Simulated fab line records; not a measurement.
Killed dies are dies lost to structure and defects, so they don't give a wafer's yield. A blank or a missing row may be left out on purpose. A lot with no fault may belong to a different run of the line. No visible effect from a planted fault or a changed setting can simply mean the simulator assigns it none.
Split-lot experiment | flow n5_finfet | on a route of 1938 steps: 7 lots, 21 wafers read

== THE SPLIT ==
At N5_FIN_SAQP_HM_DEP_72 (deposits SiO2 from SiH4/N2O, target thk 12 nm, time 7.2 s), the setting time_s was moved away from the recipe's 7.2 s on 7 of the 21 wafers read, by -14.9% to -3.8%. This setting was run at the recipe's value on the other wafers.

== FROM THE SPLIT TO THE READING: what the file shows between them, 7 steps ==
- N5_FIN_SAQP_COAT_49: time 60 s, resist thk 100 nm (also split here: spin_rpm)
- N5_FIN_SAQP_COAT_50: time 60 s, resist thk 35 nm
- N5_FIN_SAQP_COAT_10: resist thk 90 nm
- N5_FIN_SAQP_DESCUM_21: chemistry O2, time 7.9 s
- N5_FIN_SAQP_ETCH_51: etches SiARC in CF4, target depth 45.5 nm, time 75.8 s
- N5_FIN_SAQP_ETCH_52: etches SOC in N2/H2, target depth 100 nm, overetch 20 nm, time 150 s
- N5_FIN_SAQP_STRIP_53: strips in N2/H2

== THE READING ==
etch.depth_nm (the simulator's own value, which no gauge read), in nm, at N5_FIN_SAQP_HM_OPEN_73 (chemistry CHF3/O2, target SiO2, stops on a-Si, target depth 12 nm, time 16.8 s). There is no usual value for it anywhere in the file. Here, 14 wafers ran the recipe; their average is 12.06 nm with a standard deviation of 0.21 nm.

wafer  | tool, chamber at the split | time_s as run, s | against the recipe | etch.depth_nm, nm | against lot-mates on the recipe
L080.2 | pecvd-03, 2                | 7.2              | recipe             | 12.35             | -
L080.3 | pecvd-03, 0                | 6.189            | -14.0%             | 10.44             | -1.84
L080.4 | pecvd-03, 1                | 7.2              | recipe             | 12.21             | -
L081.1 | pecvd-03, 1                | 7.2              | recipe             | 11.7              | -
L081.4 | pecvd-03, 2                | 7.2              | recipe             | 12.07             | -
L081.5 | pecvd-03, 1                | 6.125            | -14.9%             | 10.35             | -1.54
L085.1 | pecvd-04, 1,2              | 7.2              | recipe             | 11.83             | -
L085.2 | pecvd-04, 1,2              | 7.2              | recipe             | 11.83             | -
L085.5 | pecvd-04, 2                | 7.2              | recipe             | 12.05             | -
L086.2 | pecvd-03, 1                | 7.2              | recipe             | 12.02             | -
L086.4 | pecvd-03, 2                | 6.927            | -3.8%              | 11.7              | -0.32
L086.6 | pecvd-03, 1                | 6.927            | -3.8%              | 11.83             | -0.19
L088.3 | pecvd-04, 0                | 6.607            | -8.2%              | 11.12             | -1.27
L088.4 | pecvd-04, 1                | 6.607            | -8.2%              | 11.26             | -1.13
L088.5 | pecvd-04, 2                | 7.2              | recipe             | 12.39             | -
L089.3 | pecvd-03, 0                | 6.861            | -4.7%              | 11.63             | -0.61
L089.4 | pecvd-03, 0                | 7.2              | recipe             | 12.33             | -
L089.6 | pecvd-03, 1                | 7.2              | recipe             | 12.15             | -
L097.1 | pecvd-04, 1                | 7.2              | recipe             | 11.86             | -
L097.3 | pecvd-04, 2                | 7.2              | recipe             | 11.87             | -
L097.6 | pecvd-04, 2                | 7.2              | recipe             | 12.15             | -
When a row names more than one chamber, that row covers several wafers, and the file does not tell which wafer ran in which chamber.

FIT RESULTS
A straight line over all 21 wafers: etch.depth_nm changes by +0.112 nm for each +1% of time_s; r = +0.94; the points scatter about the line by 0.19 nm.
The same after taking each lot's own level away (the mean of its wafers on the recipe; 21 wafers): +0.121 nm for each +1%; r = +0.97; scatter 0.16 nm.
Per that fit: largest time_s move, reading shift of 1.8 nm.
Measured against the standard deviation above, the lots' own levels, which go from 11.885 to 12.390 nm, span 2.4 times it.
Hence the lot-to-lot level has little effect on the slope; both slopes agree.
Check: for one of the wafers moved furthest among these (-14.9%), held out of the fit, the line's prediction against its lot-mates is -1.97 nm. It came out at -1.54 nm against them.

== ADDITIONAL SPLITS CARRIED BY THESE WAFERS ==
Other splits were also applied to these wafers ahead of the reading. Each is held against what the fit with the lots' levels taken away leaves over:
other split on the same wafers | wafers away from the commonest value | r with etch.depth_nm (lot level and that fit taken away)
N5_WELL_APT_EXPOSE_22 dose_mj  | 7                                    | +0.00
N5_WELL_APT_PEB_23 peb_temp_c  | 9                                    | -0.17
N5_FIN_SAQP_COAT_49 spin_rpm   | 8                                    | +0.20

== THE WHOLE CHAIN: every reading that the file lists as answering this split, in the file's order ==
step                   | what it does                                                                   | reading                                                                            | change (the file's fit)               | r (the file's)
N5_FIN_SAQP_HM_DEP_72  | deposits SiO2 from SiH4/N2O, target thk 12 nm, time 7.2 s                      | SiO2_of_FIN_SAQP_HM_DEP_72.thk_nm (the simulator's own value, which no gauge read) | +0.119 nm for each +1% of the setting | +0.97
N5_FIN_SAQP_HM_OPEN_73 | chemistry CHF3/O2, target SiO2, stops on a-Si, target depth 12 nm, time 16.8 s | etch.depth_nm (the simulator's own value, which no gauge read)                     | +0.119 nm for each +1% of the setting | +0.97

== FILE'S OWN FIT ==
etch.depth_nm changes by +0.119 nm for each +1% of time_s, r = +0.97.
